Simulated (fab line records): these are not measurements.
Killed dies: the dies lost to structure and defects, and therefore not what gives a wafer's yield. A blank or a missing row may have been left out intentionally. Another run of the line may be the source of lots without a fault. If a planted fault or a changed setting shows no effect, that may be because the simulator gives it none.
Comparing a struck lot with a sound one    flow nandHarc    13 steps out of a route of 1159
Sound: the wafers L954.1, L954.3, L954.4. Struck: wafers L939.1, L939.4, L939.5. At the end, the cause is stated.
For every step that has rows: the tool of each side, followed by ch and its chambers, followed by its first start. Under that, the readings that differ: sound wafers    struck wafers    difference of the means    sigmas: that difference in standard deviations of wafers without a fault.
alike: readings whose means differ by less than 2 such deviations, and words and numbers that are the same on both sides. not compared: withheld readings, readings that some wafer has no value for, bounds like >300 that may hide the same value, and numbers for which the record gives no deviation and whose values overlap.
A row with sigmas, a row that says differs or no value, or rows on one side alone: a step with any of these is where the two part. Numbers that have no deviation but don't overlap get no sigmas and don't part them. A reading missing from all wafers of one side parts the sides only when that side holds two or more wafers.

NHARC_P_START_INSPECT_01:
  sound on defectInspect-02 at day 6 06:02; struck on defectInspect-02 at day 2 12:02
  alike: rawDefectCount
then, 11 steps without rows for these wafers: NHARC_P_ZERO_WELL_PRECLEAN_00 (cleans in SPM, time 600 s); NHARC_P_ZERO_WELL_SRD_01; NHARC_P_ZERO_WELL_PECVD_02 (deposits SiO2, target thk 10 nm); NHARC_P_ZERO_WELL_DEHYDRATE_03 (time 120 s); NHARC_P_ZERO_WELL_HMDS_04 (time 30 s); NHARC_P_ZERO_WELL_COAT_64 (time 65 s); NHARC_P_ZERO_WELL_COAT_05 (resist thk 600 nm); NHARC_P_ZERO_WELL_SOFTBAKE_06 (time 70 s); NHARC_P_ZERO_WELL_EBR_07; NHARC_P_ZERO_WELL_EXPOSE_08 (exposes mask P ZERO, target cd 500 nm); NHARC_P_ZERO_WELL_PEB_09 (peb time 80 s).
NHARC_P_ZERO_WELL_DEVELOP_10: time 50 s.
  struck on lithoTrack-07, day 2 13:00; sound on lithoTrack-07 ch 0, day 6 07:00
  no value came back on the struck wafers for chillPlateTempC (C), developerTempC (C); on the sound wafers chillPlateTempC (C) reads 23.00 22.94 23.03

WHERE THEY PART
Only at NHARC_P_ZERO_WELL_DEVELOP_10, within this record.

WHY: what had been put in by the simulator
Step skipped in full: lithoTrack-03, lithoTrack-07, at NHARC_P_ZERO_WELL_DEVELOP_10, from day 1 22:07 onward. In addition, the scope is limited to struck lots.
